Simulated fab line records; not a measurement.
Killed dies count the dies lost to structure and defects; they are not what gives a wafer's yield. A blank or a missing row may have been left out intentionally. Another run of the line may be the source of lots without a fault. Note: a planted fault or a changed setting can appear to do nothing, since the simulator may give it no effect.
Chamber matching    flow n5Finfet    N5_BEOL_M2_VIA_ETCH_34 on rieDiel-02: 4 sister chambers
The step etches the open film in C4F6/O2, target depth 69.4 nm, time 65.9 s. 4 wafers are shown with their chamber, then 9 later ones without.

WAFERS, EACH WITH ITS CHAMBER
wafer   chamber  drypumpMotorCurrentA (A)
L086.5  0        6.8
L089.3  1        5.9
L089.4  3        5.3
L089.5  2        5.6

WAFERS MISSING THEIR CHAMBER
wafer   drypumpMotorCurrentA (A)
L091.1  5.3
L091.2  6.8
L091.4  6.0
L092.2  5.3
L092.4  5.9
L092.5  6.8
L093.1  5.6
L093.4  5.9
L093.5  6.8

THE CHAMBER EACH PASSED THROUGH
wafer   from the rows above  in truth
L091.1  3                    3
L091.2  0                    0
L091.4  1                    1
L092.2  3                    3
L092.4  1                    1
L092.5  0                    0
L093.1  2                    2
L093.4  1                    1
L093.5  0                    0
Correct placement for 9 of the 9. Not placeable from these rows: 0. Wrongly placed: 0.
How it was worked out, from the rows above alone: a wafer's distance from a chamber is the root of the sum, over the readings, of the square of ((its reading less the chamber's mean) divided by the reading's scatter). The wafer belongs to the nearest chamber; if the next one is less than 2 further off, it can't be placed. A chamber's mean is the mean of its shown wafers. The scatter: root of mean squared gap, hidden wafer to nearest shown wafer, with one shown wafer a chamber.
